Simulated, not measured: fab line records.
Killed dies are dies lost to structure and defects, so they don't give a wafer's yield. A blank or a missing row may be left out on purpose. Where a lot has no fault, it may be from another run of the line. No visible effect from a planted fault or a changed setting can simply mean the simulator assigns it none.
Chamber matching ; flow n5-finfet ; N5_BEOL_M0_PRE_CLEAN_131 on cvd-co-02: 3 sister chambers
The step time 15 s. 3 wafers are shown with their chamber, then 9 later ones without.

WAFERS WITH THEIR CHAMBER
wafer;chamber;heater-power-w (W)
L079.5;0;114
L083.4;2;67
L083.5;1;70

WAFERS WITH NO CHAMBER GIVEN
wafer;heater-power-w (W)
L086.1;114
L086.2;67
L086.6;113
L088.1;68
L088.4;66
L088.5;69
L092.1;115
L092.2;66
L092.3;64

EACH ONE'S CHAMBER
wafer;from the rows above;in truth
L086.1;0;0
L086.2;2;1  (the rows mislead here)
L086.6;0;0
L088.1;can't be placed: 2 or 1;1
L088.4;2;2
L088.5;can't be placed: 1 or 2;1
L092.1;0;0
L092.2;2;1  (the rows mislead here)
L092.3;2;2
Placed correctly: 5 of 9. Cannot be placed on the basis of these rows: 2; the candidates contain the true chamber in 2. 2 placed wrongly.
How it was worked out, from the rows above alone: a wafer's distance from a chamber is the root of the sum, over the readings, of the square of ((its reading less the chamber's mean) divided by the reading's scatter). The wafer belongs to the nearest chamber; if the next one is less than 2 further off, it can't be placed. The mean given for a chamber averages the wafers shown for that chamber. The scatter (one wafer shown for each chamber): square how far every hidden wafer sits from the nearest shown wafer, average those squares and take the square root.
